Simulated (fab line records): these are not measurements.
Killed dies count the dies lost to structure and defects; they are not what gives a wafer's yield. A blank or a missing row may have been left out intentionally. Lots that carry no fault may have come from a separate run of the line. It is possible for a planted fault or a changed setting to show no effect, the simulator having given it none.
What tool caused it?	flow n5Finfet	9 lots with 27 wafers sampled at 7 steps, on a route of 1938 steps

== WHAT THE GAUGES SHOWED, per wafer ==
N5_FIN_SAQP_OVL_MEAS_17.
lot	measured	on	FIN_CORE_OVL (nm)
L284	day 2 15:56	overlay-01	0.0 0.6 0.0
L286	day 3 03:47	overlay-01	-0.8 -2.0 -1.5
L287	day 3 10:31	overlay-01	-1.1 -2.0 -0.2
L297	day 5 21:35	overlay-01	-0.3 0.0 -0.4
L298	day 6 03:23	overlay-01	0.4 0.2 1.3
L299	day 6 09:32	overlay-02	-1.2 -0.3 0.1
L301	day 6 21:30	overlay-01	1.3 1.0 1.1
L303	day 7 09:25	overlay-02	0.9 1.1 0.9
L304	day 7 16:14	overlay-02	0.1 1.0 0.5

N5_FIN_SAQP_CD_MEAS_27 targets a cd of 20 nm.
lot	measured	on	cdNm (nm)
L284	day 2 18:01	cdSem-03	20.18 20.04 20.11
L286	day 3 06:44	cdSem-02	- - -
L287	day 3 12:37	cdSem-02	- - -
L297	day 6 01:03	cdSem-03	20.55 20.30 20.20
L298	day 6 05:28	cdSem-03	20.27 20.38 20.46
L299	day 6 11:49	cdSem-03	20.06 20.27 20.47
L301	day 6 23:50	cdSem-03	20.38 20.02 20.22
L303	day 7 12:08	cdSem-02	20.56 19.87 20.02
L304	day 7 18:29	cdSem-01	20.37 20.23 20.00

N5_BEOL_M4_RC_MEAS_101.
lot	measured	on	DIBL_N (mV/V)	DIBL_P (mV/V)	IOFF_N (nA/um)	IOFF_P (nA/um)	ION_N (uA/um)	ION_P (uA/um)	SS_N (mV/dec)	SS_P (mV/dec)	VT_N (mV)	VT_P (mV)
L284	day 9 03:22	prober-01	34.4 33.6 34.9	35.3 34.6 35.1	0.14 0.13 0.15	0.19 0.18 0.19	671 657 670	453 455 455	70.9 71.0 70.8	73.0 72.9 73.9	250 252 253	-252 -251 -251
L297	day 12 03:20	prober-02	35.6 34.5 35.5	35.2 34.4 35.4	0.14 0.13 0.14	0.21 0.20 0.22	671 668 678	466 464 467	71.0 70.7 71.7	73.7 72.6 73.4	252 255 253	-250 -246 -247
L298	day 13 04:44	prober-02	36.2 38.4 34.2	35.5 37.3 32.5	0.13 0.16 0.11	0.18 0.20 0.14	676 667 673	461 454 456	71.8 72.5 71.4	73.3 73.9 72.3	253 252 254	-256 -251 -257
L299	day 14 01:32	prober-01	41.5 37.3 36.6	43.1 37.8 36.4	0.26 0.15 0.14	0.28 0.19 0.17	693 673 672	473 458 455	73.3 71.5 71.4	75.2 74.0 73.0	244 253 254	-251 -255 -256
L301	day 14 18:22	prober-02	34.5 35.6 36.0	33.5 34.9 35.2	0.12 0.13 0.15	0.15 0.17 0.17	681 677 676	463 462 456	70.7 71.7 72.1	72.4 73.2 73.9	252 254 250	-252 -253 -254
L303	day 15 01:47	prober-02	38.5 41.7 36.9	38.1 40.6 34.9	0.20 0.28 0.16	0.25 0.31 0.20	698 685 680	472 470 465	72.2 72.6 71.7	73.8 74.5 73.5	244 242 250	-247 -245 -251
L304	day 14 21:04	prober-01	36.3 36.0 35.1	35.6 34.3 33.1	0.14 0.12 0.12	0.21 0.19 0.18	661 661 654	463 462 457	71.8 70.5 70.5	72.3 72.2 72.3	252 254 254	-248 -251 -250

== WHAT TOOL EACH LOT RAN ON (gives the tool, then ch and the chambers of the sampled wafers, and finally the start) ==
lot	N5_FIN_SAQP_SPACER1_ETCHBACK_25	N5_FIN_SAQP_MANDREL1_REMOVE_56	N5_FIN_SAQP_STRIP_70	N5_FIN_SAQP_RECESS_71
L284	rieDiel-01 ch 0,1,2, day 2 17:48	rieSi-05 ch 1,2,3, day 2 17:54	rieDiel-01 ch 0,2, day 2 19:00	vaporEtch-01 ch 0,1, day 2 19:16
L286	rieDiel-04 ch 1,2,3, day 3 06:32	rieSi-06 ch 1,2,3, day 3 06:37	rieDiel-03 ch 1,2,3, day 3 07:40	vaporEtch-02 ch 0,1, day 3 07:44
L287	rieDiel-04 ch 0,1, day 3 12:24	rieSi-05 ch 0,1, day 3 12:29	rieDiel-04 ch 0,3, day 3 13:39	vaporEtch-01 ch 0,1, day 3 13:45
L297	rieDiel-01 ch 0,1,3, day 6 00:51	rieSi-06 ch 2,3, day 6 00:56	rieDiel-04 ch 1,2,3, day 6 01:53	vaporEtch-01 ch 0,1, day 6 01:57
L298	rieDiel-01 ch 1,2, day 6 05:16	rieSi-06 ch 1,3, day 6 05:22	rieDiel-04 ch 0,2, day 6 06:17	vaporEtch-02 ch 0,1, day 6 06:21
L299	rieDiel-01 ch 1,2,3, day 6 11:37	rieSi-02 ch 0,2,3, day 6 11:42	rieDiel-01 ch 1,2,3, day 6 12:38	vaporEtch-02 ch 0,1, day 6 12:41
L301	rieDiel-04 ch 0,2,3, day 6 23:38	rieSi-05 ch 1,2,3, day 6 23:43	rieDiel-03 ch 1,3, day 7 00:43	vaporEtch-01 ch 0,1, day 7 00:46
L303	rieDiel-04 ch 0,1, day 7 11:56	rieSi-02 ch 1,2,3, day 7 12:02	rieDiel-03 ch 0,1,3, day 7 13:11	vaporEtch-01 ch 0,1, day 7 13:14
L304	rieDiel-04 ch 1,2, day 7 18:17	rieSi-02 ch 0,1,3, day 7 18:22	rieDiel-04 ch 0,2,3, day 7 19:19	vaporEtch-02 ch 0,1, day 7 19:23
- N5_FIN_SAQP_SPACER1_ETCHBACK_25: etches SiO2 in CHF3/O2, target depth 24.4 nm, time 12.2 s.
- N5_FIN_SAQP_MANDREL1_REMOVE_56: chemistry HBr/Cl2/O2, target a-Si, stops on SiNx, bt time 10 s.
- N5_FIN_SAQP_STRIP_70: strips in N2/H2.
- N5_FIN_SAQP_RECESS_71: chemistry HF/NH3, target SiO2, target depth 3 nm, afs cycles 1, sublimation time 60 s.

== WHAT THE TOOLS THEMSELVES READ (means of the sampled wafers that have a number; where no wafer has one, the mark that the record gives instead) ==
N5_FIN_SAQP_SPACER1_ETCHBACK_25.
lot	tool	CHF3_flow_sccm (sccm)	O2_flow_sccm (sccm)	drypumpMotorCurrentA (A)	oesProductAu (a.u.)	rfFwdPowerW (W)	rfVppV (V)	showerheadPlenumPTorr (Torr)	throttleValvePct (%)
L284	rieDiel-01	49.93	5.017	5.59	0.74	646.9	525	2.37	18.85
L286	rieDiel-04	-	-	-	-	-	-	-	-
L287	rieDiel-04	-	-	-	-	-	-	-	-
L297	rieDiel-01	50.00	5.013	5.40	0.78	646.5	521	2.38	18.75
L298	rieDiel-01	50.19	4.988	5.68	0.71	644.1	527	2.30	18.90
L299	rieDiel-01	50.05	4.995	5.55	0.78	647.3	520	2.32	18.81
L301	rieDiel-04	50.05	4.997	5.38	0.72	645.8	517	2.39	18.79
L303	rieDiel-04	49.95	4.992	5.65	0.72	643.5	515	2.36	18.86
L304	rieDiel-04	49.94	5.000	5.57	0.70	649.1	520	2.34	18.82

N5_FIN_SAQP_MANDREL1_REMOVE_56.
lot	tool	drypumpMotorCurrentA (A)	oesProductAu (a.u.)	rfFwdPowerW (W)	throttleValvePct (%)
L284	rieSi-05	6.3	1.002	597.4	36.6
L286	rieSi-06	5.2	0.376	598.0	36.9
L287	rieSi-05	5.6	0.372	598.7	36.5
L297	rieSi-06	5.1	0.994	595.1	36.5
L298	rieSi-06	5.3	1.003	598.0	37.2
L299	rieSi-02	5.5	1.006	597.1	36.5
L301	rieSi-05	6.3	1.005	597.9	36.6
L303	rieSi-02	5.6	1.008	597.3	36.4
L304	rieSi-02	5.4	1.007	595.6	36.4

N5_FIN_SAQP_STRIP_70.
lot	tool	drypumpMotorCurrentA (A)	oesProductAu (a.u.)	rfFwdPowerW (W)	rfVppV (V)	showerheadPlenumPTorr (Torr)	throttleValvePct (%)
L284	rieDiel-01	5.62	0.75	496.2	122.2	3.31	18.9
L286	rieDiel-03	5.42	0.78	494.3	122.7	3.36	19.1
L287	rieDiel-04	5.44	0.75	492.2	121.5	3.36	19.3
L297	rieDiel-04	5.53	0.72	497.5	121.1	3.30	18.8
L298	rieDiel-04	5.46	0.70	496.0	121.7	3.32	18.8
L299	rieDiel-01	5.56	0.79	495.0	121.5	3.23	18.6
L301	rieDiel-03	5.72	0.74	493.3	122.0	3.45	19.1
L303	rieDiel-03	5.72	0.84	495.9	121.4	3.44	18.9
L304	rieDiel-04	5.40	0.72	494.2	121.6	3.34	19.0

N5_FIN_SAQP_RECESS_71.
lot	tool	drypumpMotorCurrentA (A)
L284	vaporEtch-01	5.4
L286	vaporEtch-02	5.7
L287	vaporEtch-01	6.0
L297	vaporEtch-01	5.4
L298	vaporEtch-02	5.4
L299	vaporEtch-02	5.4
L301	vaporEtch-01	5.4
L303	vaporEtch-01	5.5
L304	vaporEtch-02	5.4

== THE ANSWER, worked out from the rows above alone ==
Rule: what is usual is taken from the lots themselves. Put in order of their means at a reading, lots are off if they are a third of the lots or fewer, leave a main group of 4 or more, and stand apart from it by a gap of 3 or more times the standard deviation of the main group's means; of several such gaps the widest counts. A main group whose means are all the same, to the digits that the tables above print for the reading, isn't used. A lot without any number at a reading at which 4 lots or more have one is off too. Where the step has rows for the other lots, those lots are counted as sound. Order of review: gauges by route order, followed by the tools' own readings, for which a lot's mean as printed above is used. The first step at which some lot is off is used, and at that step the reading that is off furthest; a lot without a number counts as furthest.
Off: L286, L287, at N5_FIN_SAQP_CD_MEAS_27 (cdNm). Without a number there: L286, L287. The main group has a mean of 20.24 nm with a standard deviation of 0.09.
A tool fits if, at a process step before that reading, it ran every lot that is off, and no sound lot after the first of them. The gauges at N5_FIN_SAQP_CD_MEAS_27 aren't tried: what is off there is off at N5_FIN_SAQP_SPACER1_ETCHBACK_25 too, on other tools, and a gauge's error can't cause that. No candidate that was tried fits.

== WHAT HAD BEEN PUT IN BY THE SIMULATOR ==
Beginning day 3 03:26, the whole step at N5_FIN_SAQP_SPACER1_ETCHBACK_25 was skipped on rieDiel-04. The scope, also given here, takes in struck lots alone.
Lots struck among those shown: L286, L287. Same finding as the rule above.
